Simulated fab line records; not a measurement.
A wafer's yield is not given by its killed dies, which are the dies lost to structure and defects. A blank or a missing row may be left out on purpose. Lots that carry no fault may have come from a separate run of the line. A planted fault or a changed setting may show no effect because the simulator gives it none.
Matching of chambers -- flow n5Finfet -- rieDiel-05 running N5_BEOL_M9_ETCH_66: 4 sister chambers
The step etches SOC in N2/H2, target depth 80 nm, overetch 16 nm, time 120 s. 18 wafers are shown with their chamber, then 9 later ones without.

WAFERS PAIRED WITH THEIR CHAMBERS
wafer,chamber,drypumpMotorCurrentA (A),throttleValvePct (%),showerheadPlenumPTorr (Torr)
L078.1,3,5.4,17.53,2.54
L078.3,1,4.9,17.54,2.47
L078.4,2,5.9,18.10,2.55
L079.2,0,4.9,18.12,2.51
L079.5,3,5.4,17.55,2.54
L079.6,2,5.8,18.11,2.55
L085.1,3,5.4,17.57,2.54
L085.2,2,5.9,18.15,2.55
L085.3,1,4.9,17.55,2.46
L086.1,0,4.9,18.11,2.50
L086.2,1,4.9,17.58,2.46
L086.3,3,5.4,17.58,2.53
L086.4,2,5.9,18.15,2.55
L086.5,0,4.9,18.12,2.50
L086.6,3,5.4,17.57,2.53
L090.2,2,5.8,18.15,2.55
L090.3,1,4.9,17.57,2.46
L090.4,2,5.8,18.16,2.55

SIGNATURES (averages over the wafers above)
reading,chamber 0,chamber 1,chamber 2,chamber 3,scatter within a chamber
drypumpMotorCurrentA,4.900,4.900,5.850,5.400,0.0327
throttleValvePct,18.1167,17.5600,18.1367,17.5600,0.0204
showerheadPlenumPTorr,2.5033,2.4625,2.5500,2.5360,0.00432
Rule: a wafer lies at a distance from a chamber equal to the root of the sum of squares, over the readings, of (its reading less the chamber's mean, divided by the reading's scatter). The wafer belongs to the nearest chamber; if the next one is less than 2 further off, it can't be placed. The scatter is the square root of a quotient: the sum, over the shown wafers, of each reading's squared deviation from its chamber's mean, divided by wafers minus chambers.

WAFERS MISSING THEIR CHAMBER
wafer,drypumpMotorCurrentA (A),throttleValvePct (%),showerheadPlenumPTorr (Torr)
L091.1,5.4,17.60,2.53
L091.3,5.8,18.16,2.54
L091.6,5.4,17.58,2.53
L095.1,4.9,17.59,2.46
L095.2,5.8,18.16,2.54
L095.3,5.4,17.61,2.53
L095.4,4.9,17.69,2.50
L095.5,5.8,18.17,2.54
L095.6,4.9,17.62,2.46

EACH ONE'S CHAMBER
wafer,from the rows above,in truth
L091.1,3,3
L091.3,2,2
L091.6,3,3
L095.1,1,1
L095.2,2,2
L095.3,3,3
L095.4,1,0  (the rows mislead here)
L095.5,2,2
L095.6,1,1
8 of 9 placed correctly. Can't be placed from these rows: 0. Wrongly placed: 1.
